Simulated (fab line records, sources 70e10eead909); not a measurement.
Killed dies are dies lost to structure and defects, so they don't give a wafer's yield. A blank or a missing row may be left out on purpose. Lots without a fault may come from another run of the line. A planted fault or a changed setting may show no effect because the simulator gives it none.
Which tool did it? | flow nand_harc | 12 lots, 36 wafers sampled, at 6 steps of a route of 1159

WHAT THE GAUGES READ, wafer by wafer
NHARC_P_GATE_CD_MEAS_26: target cd 120 nm.
lot  | measured     | on        | cd_nm (nm)
L745 | day 4 19:31  | cd_sem-01 | 120.7 120.4 120.4
L747 | day 5 10:22  | cd_sem-01 | 119.8 120.6 120.6
L746 | day 5 11:05  | cd_sem-01 | 118.9 119.3 119.5
L748 | day 5 14:48  | cd_sem-01 | 115.6 116.0 115.5
L757 | day 7 20:35  | cd_sem-03 | 120.5 119.9 120.8
L759 | day 8 17:11  | cd_sem-03 | 120.6 120.1 120.4
L760 | day 8 17:49  | cd_sem-01 | 119.0 118.9 119.1
L761 | day 8 22:14  | cd_sem-02 | 120.2 120.6 120.1
L762 | day 9 08:28  | cd_sem-03 | 119.6 119.6 120.1
L764 | day 9 16:14  | cd_sem-02 | 119.7 120.0 120.0
L765 | day 9 21:05  | cd_sem-02 | 119.7 120.1 120.1
L766 | day 10 07:22 | cd_sem-02 | 120.2 119.8 120.1

NHARC_P_GATE_CD_MEAS_33.
lot  | measured     | on        | cd_nm (nm)
L745 | day 4 20:35  | cd_sem-02 | 120.5 119.2 121.3
L747 | day 5 11:21  | cd_sem-03 | 121.8 120.7 123.5
L746 | day 5 12:04  | cd_sem-03 | 119.9 122.1 119.7
L748 | day 5 15:47  | cd_sem-01 | 116.2 116.7 116.4
L757 | day 7 22:18  | cd_sem-01 | 115.7 119.7 119.2
L759 | day 8 18:11  | cd_sem-01 | 122.7 121.1 121.2
L760 | day 8 18:48  | cd_sem-02 | 119.7 119.1 122.2
L761 | day 8 23:14  | cd_sem-02 | 122.9 122.7 119.7
L762 | day 9 10:06  | cd_sem-02 | 121.0 121.4 122.3
L764 | day 9 17:45  | cd_sem-03 | 123.0 117.5 122.2
L765 | day 9 22:18  | cd_sem-03 | 122.1 122.7 122.7
L766 | day 10 08:25 | cd_sem-02 | 120.4 122.8 120.8

NHARC_END_SORT_01.
lot  | measured     | on        | killed_at_array | killed_at_other | killed_at_periphery | killed_dies | killed_open | killed_short
L748 | day 19 23:31 | prober-01 | 24 29 25        | 1 2 1           | 5 2 3               | 30 33 29    | 3 1 1       | 0 2 1
L760 | day 23 21:04 | prober-02 | 40 39 36        | 0 0 0           | 7 5 1               | 47 44 37    | 3 3 3       | 4 4 1
L761 | day 24 12:32 | prober-01 | 17 19 18        | 2 1 1           | 5 0 3               | 24 20 22    | 5 2 4       | 1 2 1
L764 | day 24 21:03 | prober-02 | 41 39 35        | 0 0 0           | 6 9 6               | 47 48 41    | 3 4 3       | 2 1 0

WHICH TOOL RAN EACH LOT (tool, then ch and the chambers of the sampled wafers, then the start)
lot  | NHARC_P_GATE_HM_DEP_102       | NHARC_P_GATE_EXPOSE_23             | NHARC_P_GATE_ETCH_104
L745 | acl_dep-02 ch 0, day 4 18:31  | arfi_scanner-02 ch 0, day 4 19:23  | rie_diel-11 ch 1,2, day 4 19:47
L747 | acl_dep-01 ch 0, day 5 09:08  | arfi_scanner-02 ch 0, day 5 10:13  | rie_diel-03 ch 0,2, day 5 10:38
L746 | acl_dep-01 ch 0, day 5 09:47  | arfi_scanner-02 ch 0, day 5 10:57  | rie_diel-11 ch 0,2, day 5 11:22
L748 | acl_dep-01 ch 0, day 5 13:35  | arfi_scanner-02 ch 0, day 5 14:40  | rie_diel-03 ch 0,1, day 5 15:04
L757 | acl_dep-01 ch 0, day 7 19:41  | arfi_scanner-03 ch 0, day 7 20:27  | rie_diel-03 ch 0,1,2, day 7 20:54
L759 | acl_dep-01 ch 0, day 8 15:51  | arfi_scanner-01 ch 0, day 8 17:03  | rie_diel-03 ch 0,3, day 8 17:28
L760 | acl_dep-01 ch 0, day 8 16:36  | arfi_scanner-01 ch 0, day 8 17:41  | rie_diel-03 ch 0,2,3, day 8 18:05
L761 | acl_dep-02 ch 0, day 8 20:58  | arfi_scanner-02 ch 0, day 8 22:06  | rie_diel-03 ch 2,3, day 8 22:31
L762 | acl_dep-03 ch 0, day 9 07:12  | arfi_scanner-01 ch 0, day 9 08:20  | rie_diel-04 ch 1,3, day 9 09:00
L764 | acl_dep-03 ch 0, day 9 14:53  | arfi_scanner-03 ch 0, day 9 16:06  | rie_diel-03 ch 1,2,3, day 9 16:39
L765 | acl_dep-01 ch 0, day 9 19:52  | arfi_scanner-01 ch 0, day 9 20:58  | rie_diel-04 ch 0,3, day 9 21:26
L766 | acl_dep-02 ch 0, day 10 06:14 | arfi_scanner-03 ch 0, day 10 07:13 | rie_diel-04 ch 0,1,3, day 10 07:38
- NHARC_P_GATE_HM_DEP_102: deposits aC, target thk 120 nm.
- NHARC_P_GATE_EXPOSE_23: exposes mask P GATE, target cd 120 nm.
- NHARC_P_GATE_ETCH_104: etches the open film in CF4/CHF3, target depth 60 nm.

WHAT THE TOOLS THEMSELVES READ (means of the sampled wafers that have a number; where no wafer has one, the mark that the record gives instead)
NHARC_P_GATE_HM_DEP_102.
lot  | tool       | susceptor_temp_C (C) | throttle_valve_pct (%)
L745 | acl_dep-02 | 399.98               | 35.008
L747 | acl_dep-01 | 399.96               | 34.995
L746 | acl_dep-01 | 400.07               | 35.009
L748 | acl_dep-01 | 400.08               | 35.002
L757 | acl_dep-01 | 399.98               | 34.999
L759 | acl_dep-01 | 400.07               | 34.997
L760 | acl_dep-01 | 400.18               | 34.994
L761 | acl_dep-02 | 400.36               | 35.009
L762 | acl_dep-03 | 399.65               | 34.988
L764 | acl_dep-03 | 400.16               | 34.996
L765 | acl_dep-01 | -                    | 34.999
L766 | acl_dep-02 | 399.85               | 34.992

NHARC_P_GATE_EXPOSE_23.
lot  | tool            | focus_offset_nm (nm)
L745 | arfi_scanner-02 | 0.4
L747 | arfi_scanner-02 | -0.1
L746 | arfi_scanner-02 | 0.3
L748 | arfi_scanner-02 | -0.5
L757 | arfi_scanner-03 | -0.7
L759 | arfi_scanner-01 | -0.1
L760 | arfi_scanner-01 | -0.2
L761 | arfi_scanner-02 | 0.5
L762 | arfi_scanner-01 | -0.4
L764 | arfi_scanner-03 | 0.1
L765 | arfi_scanner-01 | 0.1
L766 | arfi_scanner-03 | 0.2

NHARC_P_GATE_ETCH_104.
lot  | tool        | drypump_motor_current_A (A) | oes_product_au (a.u.) | rf_vpp_V (V) | showerhead_plenum_p_Torr (Torr) | throttle_valve_pct (%)
L745 | rie_diel-11 | 5.9                         | 0.960                 | 373.3        | 1.67                            | 16.806
L747 | rie_diel-03 | 5.4                         | 0.924                 | 369.9        | 1.54                            | 16.804
L746 | rie_diel-11 | 5.8                         | 0.970                 | 374.0        | 1.65                            | 16.806
L748 | rie_diel-03 | 5.5                         | 0.920                 | 371.6        | 1.62                            | 16.795
L757 | rie_diel-03 | 5.4                         | 0.937                 | 371.7        | 1.60                            | 16.798
L759 | rie_diel-03 | 5.7                         | 0.935                 | 370.1        | 1.54                            | 16.798
L760 | rie_diel-03 | 5.7                         | 0.936                 | 370.8        | 1.59                            | 16.803
L761 | rie_diel-03 | 5.7                         | 0.952                 | 372.9        | 1.63                            | 16.797
L762 | rie_diel-04 | 5.8                         | 0.944                 | 370.8        | 1.58                            | 16.801
L764 | rie_diel-03 | 5.7                         | 0.921                 | 373.4        | 1.65                            | 16.799
L765 | rie_diel-04 | 6.0                         | 0.922                 | 371.5        | 1.61                            | 16.797
L766 | rie_diel-04 | 5.7                         | 0.954                 | 371.3        | 1.59                            | 16.802

THE ANSWER, worked out from the rows above alone
Rule: what is usual is taken from the lots themselves. Put in order of their means at a reading, lots are off if they are a third of the lots or fewer, leave a main group of 4 or more, and stand apart from it by a gap of 3 or more times the standard deviation of the main group's means; of several such gaps the widest counts. A main group whose means are all the same, to the digits that the tables above print for the reading, isn't used. A lot without any number at a reading at which 4 lots or more have one is off too. The other lots that the step has rows for count as sound. The gauges are gone through in route order, then the tools' own readings, and for those a lot's mean is taken as printed above. The first step at which some lot is off is used, and at that step the reading that is off furthest; a lot without a number counts as furthest.
Off: L748, at NHARC_P_GATE_CD_MEAS_26 (cd_nm). The main group: mean 120.0 nm, standard deviation 0.47.
A tool fits if, at a process step before that reading, it ran every lot that is off, and no sound lot after the first of them. The gauges at NHARC_P_GATE_CD_MEAS_26 are tried like those tools. None of those tried fits.

WHAT THE SIMULATOR HAD PUT IN
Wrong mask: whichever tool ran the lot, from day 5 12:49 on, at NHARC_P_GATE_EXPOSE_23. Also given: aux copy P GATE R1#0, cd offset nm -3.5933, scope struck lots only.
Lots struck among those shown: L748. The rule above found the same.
